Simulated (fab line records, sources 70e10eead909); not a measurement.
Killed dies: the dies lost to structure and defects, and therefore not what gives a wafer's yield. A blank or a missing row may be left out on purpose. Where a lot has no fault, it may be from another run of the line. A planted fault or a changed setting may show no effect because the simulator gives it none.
Chamber matching + flow nand_harc + 4 sister chambers for NHARC_P_BONDPAD_ETCH_37 on rie_diel-13
The step etches the open film in N2/H2, target depth 60 nm, overetch 18 nm, time 65.91 s. 4 wafers are shown with their chamber, then 12 later ones without.

== WAFERS WITH THEIR CHAMBER ==
| wafer  | chamber | drypump_motor_current_A (A) |
|--------|---------|-----------------------------|
| L087.5 | 3       | 5.34                        |
| L087.6 | 2       | 5.84                        |
| L090.1 | 0       | 5.53                        |
| L090.6 | 1       | 5.65                        |

== WAFERS WITH NO CHAMBER GIVEN ==
| wafer  | drypump_motor_current_A (A) |
|--------|-----------------------------|
| L092.1 | 5.83                        |
| L092.2 | 5.54                        |
| L092.3 | 5.64                        |
| L094.2 | 5.83                        |
| L094.4 | 5.56                        |
| L094.5 | 5.32                        |
| L095.3 | 5.30                        |
| L095.5 | 5.55                        |
| L095.6 | 5.78                        |
| L096.1 | 5.82                        |
| L096.2 | 5.55                        |
| L096.3 | 5.65                        |

== THE CHAMBER EACH PASSED THROUGH ==
| wafer  | from the rows above | in truth |
|--------|---------------------|----------|
| L092.1 | 2                   | 2        |
| L092.2 | 0                   | 0        |
| L092.3 | 1                   | 1        |
| L094.2 | 2                   | 2        |
| L094.4 | 0                   | 0        |
| L094.5 | 3                   | 3        |
| L095.3 | 3                   | 3        |
| L095.5 | 0                   | 0        |
| L095.6 | 2                   | 2        |
| L096.1 | 2                   | 2        |
| L096.2 | 0                   | 0        |
| L096.3 | 1                   | 1        |
Correct placement for 12 of the 12. Not placeable from these rows: 0. Wrongly placed: 0.
How it was worked out, from the rows above alone: a wafer's distance from a chamber is the root of the sum, over the readings, of the square of ((its reading less the chamber's mean) divided by the reading's scatter). The wafer belongs to the nearest chamber; if the next one is less than 2 further off, it can't be placed. A chamber's mean is the mean of its shown wafers. The scatter (one wafer shown for each chamber): square how far every hidden wafer sits from the nearest shown wafer, average those squares and take the square root.
